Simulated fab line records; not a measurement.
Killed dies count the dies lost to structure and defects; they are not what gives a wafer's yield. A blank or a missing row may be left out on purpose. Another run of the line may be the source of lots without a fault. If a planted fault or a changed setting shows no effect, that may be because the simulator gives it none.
Problem report in the 8D (eight disciplines) form, filled by code / flow n5 finfet / the parts of the form that need people (team, actions taken, sign-off) are left out

## 1. PROBLEM STATEMENT
trench depth nm at N5_BEOL_M4_OCD_MEAS_38 reads a mean of 29.0 nm on 2 wafers of 2 lots; wafers without a fault read 56.1 nm with a standard deviation of 1. That puts it -27 standard deviations away from the usual mean.
First seen on wafer L858.4, day 12 04:27, on ocd-02. The record holds 26 wafers of 9 lots with a number at this step. Rule for "out" (also "out of limits"): further than 4 standard deviations from the usual mean. Any other wafer with a number is counted as sound.

## 2. WHAT THIS IS AND IS NOT
question=which readings at this step | is=trench depth nm | is not=-
question=which lots | is=L858, L861 | is not=L840, L841, L844, L846, L849, L862, L863
question=which wafers of those lots | is=L858.4, L861.6 | is not=L858.5, L861.3, L861.5
question=read on which gauges | is=ocd-02 | is not=ocd-01
question=when | is=from day 12 04:27 | is not=up to then (16 sound wafers); but 8 sound wafers of L861, L862, L863 came after

## 3. SUSPECTS, AND WHAT RULES EACH OUT
Counting: a tool at a process step up to the reading stays a suspect if it ran every lot that is out. Sound lots after the first of them don't rule it out here, since some wafers of a struck lot are sound.
- the gauge at N5_BEOL_M4_OCD_MEAS_38 is ruled out. All the wafers that are out were read on ocd-02, but those of them that N5_BEOL_M4_THK_MEAS_53 has rows for are out there too, on other tools.
- ald sin-01 at N5_BEOL_M4_ALD_98 (deposits SiO2, target thk 2.5 nm, pulse time 1 s, co reactant pulse time 1 s): kept. It ran every lot that is out, first L858 (day 12 01:07); its last sound lot up to then is L849 (day 9 17:14).
- rie diel-03 at N5_BEOL_M4_TRENCH_ETCH_37 (etches SiOC in C4F6/O2, target depth 55.555 nm, time 29.2 s): kept. It ran every lot that is out, first L858 (day 12 04:17); its last sound lot up to then is L849 (day 9 19:22).
What counting leaves: ald sin-01 at N5_BEOL_M4_ALD_98 and rie diel-03 at N5_BEOL_M4_TRENCH_ETCH_37.

## 4. THE CAUSE (what the simulator had put in)
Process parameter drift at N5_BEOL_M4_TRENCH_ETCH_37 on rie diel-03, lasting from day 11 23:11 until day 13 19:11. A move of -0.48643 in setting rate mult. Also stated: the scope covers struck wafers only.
This tool is one of the 2 suspects left after counting.

## 5. THE CHAIN OF EFFECTS, in route order
One row per reading whose mean, taken over the struck wafers that have a number, lies over 3 standard deviations from the usual. Readings are gone through only where the record gives a usual standard deviation; hours: the median, over the lots, of the time from a lot's start at the first step in this table giving one to that lot's start at this step; sigmas: the change measured in usual standard deviations.
hours=0; step=N5_BEOL_M4_OCD_MEAS_38; reading=trench depth nm; usual=56.1 nm; on struck wafers=29.0; change=-27.1; sigmas=-27
hours=4; step=N5_BEOL_M4_THK_MEAS_53; reading=M4_THK; usual=39.9 nm; on struck wafers=13.2; change=-26.7; sigmas=-18
hours=4; step=N5_BEOL_M4_RS_MEAS_58; reading=M4_RS; usual=0.67 ohm/sq; on struck wafers=3.06; change=+2.39; sigmas=+72
hours=109; step=N5_PASSIVATION_PROBE_49; reading=defect limited yield; usual=91.0 %; on struck wafers=0.1; change=-90.8; sigmas=-65
hours=109; step=N5_PASSIVATION_PROBE_49; reading=killed_at_M4_up; usual=13; on struck wafers=1097; change=+1084; sigmas=+99 or more
hours=109; step=N5_PASSIVATION_PROBE_49; reading=killed dies; usual=107; on struck wafers=1178; change=+1071; sigmas=+63
hours=109; step=N5_PASSIVATION_PROBE_49; reading=killed on rim; usual=15; on struck wafers=152; change=+137; sigmas=+33
hours=109; step=N5_PASSIVATION_PROBE_49; reading=sort_bin_5_function; usual=5.3 %; on struck wafers=96.9; change=+91.6; sigmas=+99 or more
hours=109; step=N5_PASSIVATION_PROBE_49; reading=sort n pass; usual=1073; on struck wafers=2; change=-1071; sigmas=-63
hours=109; step=N5_PASSIVATION_PROBE_49; reading=sort yield pct; usual=90.9 %; on struck wafers=0.1; change=-90.8; sigmas=-65
Process steps it contains:
- N5_PASSIVATION_PROBE_49
Later steps that measure or inspect, where all struck wafers having a row at the step show a number for every such reading and not one has moved that far: N5_BEOL_M4_CD_MEAS_35.

## 6. HOW IT WOULD HAVE BEEN CAUGHT EARLIER
The first out-of-limits reading at a measuring or inspecting step in this record came at day 12 04:27, 5 hours after the fault's start at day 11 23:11.
An alarm limit of 4 standard deviations would not have fired on the tool readings at N5_BEOL_M4_TRENCH_ETCH_37 for which the record gives a usual standard deviation, since none of them was out on any struck wafer.
Of the lots that are out (2), L861 began N5_BEOL_M4_TRENCH_ETCH_37 on rie diel-03 after day 12 04:27. Putting the tool on hold at that point would have spared it.
